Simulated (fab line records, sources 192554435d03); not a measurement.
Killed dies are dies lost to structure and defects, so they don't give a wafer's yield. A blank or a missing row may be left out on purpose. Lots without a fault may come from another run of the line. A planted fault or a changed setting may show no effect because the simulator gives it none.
Chamber matching | flow n5_finfet | N5_BEOL_M1_CO_CAP_55 on cvd_co-02: 3 sister chambers
The step material Co, precursor CCTBA/H2, target thk 2 nm, time 102.1 s. 6 wafers are shown with their chamber, then 10 later ones without.

WAFERS WITH THEIR CHAMBER
wafer  | chamber | heater_power_w (W) | heater_power_outer_w (W)
L080.4 | 2       | 206                | 106
L080.5 | 0       | 228                | 118
L081.2 | 2       | 205                | 104
L081.5 | 1       | 246                | 127
L083.1 | 0       | 227                | 114
L083.3 | 1       | 242                | 128

WAFERS WITHOUT THEIR CHAMBER
wafer  | heater_power_w (W) | heater_power_outer_w (W)
L083.4 | 209                | 105
L089.2 | 237                | 129
L089.4 | 202                | 106
L089.5 | 250                | 126
L093.2 | 243                | 126
L093.4 | 235                | 116
L093.6 | 248                | 123
L096.1 | 209                | 107
L096.4 | 228                | 115
L096.6 | 207                | 107

WHICH CHAMBER EACH WENT THROUGH
wafer  | from the rows above | in truth
L083.4 | 2                   | 2
L089.2 | 1                   | 1
L089.4 | 2                   | 2
L089.5 | 1                   | 1
L093.2 | 1                   | 1
L093.4 | 0                   | 0
L093.6 | 1                   | 1
L096.1 | 2                   | 2
L096.4 | 0                   | 0
L096.6 | 2                   | 2
Placed correctly: 10 of 10. Can't be placed from these rows: 0. Placed wrongly: 0.
How it was worked out, from the rows above alone: a wafer's distance from a chamber is the root of the sum, over the readings, of the square of ((its reading less the chamber's mean) divided by the reading's scatter). The wafer belongs to the nearest chamber; if the next one is less than 2 further off, it can't be placed. A chamber's mean is the mean of its shown wafers. The scatter: the root of (the sum of the squares of (reading less its chamber's mean) over the shown wafers, divided by (wafers less chambers)).
